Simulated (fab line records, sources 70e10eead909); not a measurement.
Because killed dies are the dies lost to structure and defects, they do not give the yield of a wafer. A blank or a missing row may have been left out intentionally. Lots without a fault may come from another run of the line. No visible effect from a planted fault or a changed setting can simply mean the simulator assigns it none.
Comparing a struck lot with a sound one || flow nand-harc || 15 out of 1159 route steps
Sound: these wafers, L762.1, L762.5, L762.6. Struck: wafer L772.6 (left out: L772.2, L772.4 of the same lot, which were not struck); the cause appears at the end.
Per side, at each step with rows, come the tool, then ch with its chambers, and then its first start. Under that, the readings that differ: sound wafers || struck wafers || difference of the means || sigmas: that difference in standard deviations of wafers without a fault.
alike: a reading whose means differ by less than 2 such deviations, as well as words and numbers matching on both sides. not compared: withheld readings; readings where some wafer has no value; bounds like >300 that might hide an equal value; numbers whose values overlap and for which the record gives no deviation.
A row with sigmas, a row that says differs or no value, or rows on one side alone: a step with any of these is where the two part. Non-overlapping numbers with no deviation appear without sigmas and do not part them. A reading missing from all wafers of one side parts the sides only when that side holds two or more wafers.

first, 1 step without rows for these wafers: NHARC_A_ONON_D1_DEP_12 (target thk 1000 nm).
NHARC_A_ONON_D1_THK_MEAS_14: measures by ellipsometry.
  struck on film-metro-02, day 11 20:48; sound on film-metro-02, day 9 06:52
{"reading": "thk-nm (nm)", "sound": "1008 1007 1007", "struck": 985, "difference": -22, "sigmas": -2}
then, 2 steps without rows for these wafers: NHARC_A_ONON_D1_ANNEAL_15 (time 3600 s); NHARC_A_ONON_D1_DEP_16 (target thk 1000 nm).
NHARC_A_ONON_D1_THK_MEAS_18: measures by ellipsometry.
  struck on film-metro-02, day 12 04:06; sound on film-metro-02, day 9 14:08
  alike: thk-nm
after that, 1 step with no rows for these wafers: NHARC_A_ONON_D1_DEP_19 (target thk 1000 nm).
NHARC_A_ONON_D1_THK_MEAS_21: measures by ellipsometry.
  struck on film-metro-02, day 12 04:40; sound on film-metro-01, day 9 14:42
  alike: thk-nm
after that, 1 step with no rows for these wafers: NHARC_A_ONON_D1_DEP_22 (target thk 1000 nm).
NHARC_A_ONON_D1_THK_MEAS_24: measures by ellipsometry.
  struck on film-metro-02, day 12 05:14; sound on film-metro-02, day 9 15:17
  alike: thk-nm
after that, 1 step with no rows for these wafers: NHARC_A_ONON_D1_DEP_25 (target thk 1000 nm).
NHARC_A_ONON_D1_THK_MEAS_27: measures by ellipsometry.
  struck on film-metro-01, day 12 05:49; sound on film-metro-02, day 9 15:52
{"reading": "thk-nm (nm)", "sound": "975 973 973", "struck": 1008, "difference": "+34", "sigmas": "+3"}
NHARC_A_ONON_D1_DEP_28: target thk 1000 nm.
  sound on pecvd-onon-04 ch 0, day 9 15:55; struck on pecvd-onon-01 ch 0, day 12 05:56
  alike: sih4-flow-sccm
NHARC_A_ONON_D1_THK_MEAS_30: measures by ellipsometry.
  struck on film-metro-02, day 12 06:23; sound on film-metro-01, day 9 16:26
{"reading": "thk-nm (nm)", "sound": "1024 1021 1025", "struck": 1546, "difference": "+523", "sigmas": "+52"}
NHARC_A_ONON_D1_DEP_33: deposits SiO2, target thk 200 nm.
  sound on pecvd-03 ch 0,1,2, day 9 16:35; struck on pecvd-02 ch 0, day 12 06:44
{"reading": "throttle-valve-pct (%)", "sound": "15.3 15.3 15.9", "struck": 16.6, "difference": "+1.1", "sigmas": "+2"}
  alike: heater-power-outer-w, heater-power-w
-- the record jumps here: 12 days lie between the struck wafers' starts before and after (it left off in module A_ONON_D1 and takes up again in module END, whose first step shown is number 1159 of the route) --
NHARC_END_SORT_01:
  at this point the record logs the struck wafers (prober-01 ch 0, day 24 00:15) and has no rows for the sound ones

WHERE THEY PART
At NHARC_A_ONON_D1_THK_MEAS_14 first; at NHARC_END_SORT_01 last (within this record only).

WHY: what had been put in by the simulator
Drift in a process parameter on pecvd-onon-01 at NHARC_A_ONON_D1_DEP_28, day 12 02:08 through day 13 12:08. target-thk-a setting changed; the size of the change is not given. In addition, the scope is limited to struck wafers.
